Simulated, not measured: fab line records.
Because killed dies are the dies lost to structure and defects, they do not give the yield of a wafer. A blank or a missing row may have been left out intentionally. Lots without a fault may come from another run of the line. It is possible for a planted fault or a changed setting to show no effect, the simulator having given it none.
Struck lot and sound lot, side by side + flow nandHarc + 44 steps out of a route of 1159
Sound: wafers L924.2, L924.4, L924.5. Wafers struck: L939.1, L939.3, L939.5. The cause comes at the end.
Each step with rows lists, per side, the tool, then ch with its chambers, then its first start. Under that, the readings that differ: sound wafers + struck wafers + difference of the means + sigmas: that difference in standard deviations of wafers without a fault.
alike: readings whose means differ by less than 2 such deviations, and words and numbers that are the same on both sides. not compared: withheld readings, readings that some wafer has no value for, bounds like >300 that may hide the same value, and numbers for which the record gives no deviation and whose values overlap.
Wherever a step has rows on one side only, a row that says differs or no value, or a row with sigmas, the two part there. When numbers do not overlap yet have no deviation, they are printed without sigmas and do not part them. Lack of a reading on every wafer of one side parts them only where that side has two or more wafers.

NHARC_P_GATE_ETCH_104: etches the open film in CF4/CHF3, target depth 60 nm.
  sound on rieDiel-10 ch 0,2, day 5 04:59; struck on rieDiel-10 ch 2,3, day 8 22:41
  alike: biasW, drypumpMotorCurrentA, oesProductAu, rfVppV, showerheadPlenumPTorr, throttleValvePct
NHARC_P_GATE_HM_OPEN_105: chemistry O2/COS, target depth 360 nm.
  sound on rieDiel-10 ch 0,3; struck on rieDiel-10 ch 2,3
  alike: biasW, drypumpMotorCurrentA, oesProductAu, rfVppV, showerheadPlenumPTorr, throttleValvePct
  not compared: rfHoursCounterH
then, 4 steps without rows for these wafers: NHARC_P_GATE_STRIP_106 (strips in O2/COS); NHARC_P_GATE_ETCH_114 (etches the open film in CF4/O2, target depth 30 nm, overetch 3 nm, time 16.5 s); NHARC_P_GATE_ETCH_32 (etches the open film in HBr/Cl2, target depth 150 nm, time 100.1 s); NHARC_P_GATE_STRIP_108 (strips in O2).
NHARC_P_GATE_CD_MEAS_33:
  sound: cdSem-03 at day 5 05:44; struck: cdSem-02 at day 8 23:25
  alike: cdNm
then, 4 steps without rows for these wafers: NHARC_P_GATE_STRIP_35 (strips in SPM, time 600 s); NHARC_P_GATE_PRECLEAN_73 (cleans in SC1); NHARC_P_GATE_SRD_74; NHARC_P_GATE_ALD_36 (deposits SiNx, target thk 20 nm, pulse time 60 s, ald cycles 223).
NHARC_P_GATE_ETCHBACK_37: etches the open film in CHF3/O2, target depth 34.5 nm, time 17.2 s.
  sound on rieDiel-10 ch 1,3; struck on rieDiel-10 ch 1,2
  alike: biasW, drypumpMotorCurrentA, oesProductAu, rfVppV, showerheadPlenumPTorr, throttleValvePct
  not compared: rfHoursCounterH
NHARC_P_GATE_STRIP_101: strips in O2, time 20 s.
  sound on rieDiel-10 ch 0,1,3, day 5 15:50; struck on rieDiel-10 ch 0,1,2, day 9 09:30
  alike: drypumpMotorCurrentA, oesProductAu, rfVppV, showerheadPlenumPTorr, throttleValvePct
  not compared: rfHoursCounterH
then, 12 steps without rows for these wafers: NHARC_P_GATE_PRECLEAN_97 (cleans in SPM, time 600 s); NHARC_P_GATE_SRD_98; NHARC_P_GATE_PRECLEAN_99 (cleans in SC1); NHARC_P_GATE_SRD_100; NHARC_P_GATE_DEHYDRATE_38 (time 120 s); NHARC_P_GATE_HMDS_39 (time 30 s); NHARC_P_GATE_COAT_40; NHARC_P_GATE_SOFTBAKE_41 (time 95 s); NHARC_P_GATE_EBR_42; NHARC_P_GATE_EXPOSE_43 (exposes mask P NSD, target cd 720 nm); NHARC_P_GATE_PEB_44 (peb time 85 s); NHARC_P_GATE_DEVELOP_45 (time 70 s).
NHARC_P_GATE_CD_MEAS_46 targets a cd of 720 nm.
  sound on cdSem-02 ch 0, day 5 16:38; struck on cdSem-02 ch 0, day 9 10:25
  alike: cdNm
then, 3 steps without rows for these wafers: NHARC_P_GATE_HARDBAKE_47 (time 80 s); NHARC_P_GATE_DESCUM_48 (chemistry O2, time 3 s); NHARC_P_GATE_IMPLANT_49.
NHARC_P_GATE_STRIP_111: strips in N2/H2, time 250 s.
  sound on plasmaAsher-02 ch 0, day 5 17:10; struck on plasmaAsher-02 ch 0,1, day 9 10:59
  alike: drypumpMotorCurrentA, heaterPowerW
  not compared: rfHoursCounterH
NHARC_P_GATE_STRIP_75: strips in O2.
  sound on plasmaAsher-02 ch 0, day 5 17:28; struck on plasmaAsher-02 ch 0,1, day 9 11:17
  alike: drypumpMotorCurrentA, heaterPowerW
  not compared: rfHoursCounterH
then, 9 steps without rows for these wafers: NHARC_P_GATE_STRIP_50 (strips in SPM, time 900 s); NHARC_P_GATE_DEHYDRATE_51 (time 120 s); NHARC_P_GATE_HMDS_52 (time 30 s); NHARC_P_GATE_COAT_53; NHARC_P_GATE_SOFTBAKE_54 (time 95 s); NHARC_P_GATE_EBR_55; NHARC_P_GATE_EXPOSE_56 (exposes mask P PSD, target cd 720 nm); NHARC_P_GATE_PEB_57 (peb time 85 s); NHARC_P_GATE_DEVELOP_58 (time 70 s).
NHARC_P_GATE_CD_MEAS_59 targets a cd of 720 nm.
  sound on cdSem-03 ch 0, day 5 18:23; struck on cdSem-03 ch 0, day 9 12:13
  alike: cdNm
then, 1 step without rows for these wafers: NHARC_P_GATE_HARDBAKE_60 (time 80 s).
NHARC_P_GATE_INSPECT_68:
  sound: defectInspect-01 at day 5 23:05; struck: defectInspect-02 at day 9 17:34
| reading        | sound       | struck         | difference | sigmas |
|----------------|-------------|----------------|------------|--------|
| rawDefectCount | 136 216 150 | 1129 1089 1086 | +934       | +10    |
NHARC_END_SORT_01:
  the record has rows for the sound wafers here (prober-01 ch 0, day 20 02:08) and none for the struck ones

== WHERE THEY PART ==
Earliest at NHARC_P_GATE_INSPECT_68; latest, in this record, at NHARC_END_SORT_01.

WHY: the cause the simulator had injected
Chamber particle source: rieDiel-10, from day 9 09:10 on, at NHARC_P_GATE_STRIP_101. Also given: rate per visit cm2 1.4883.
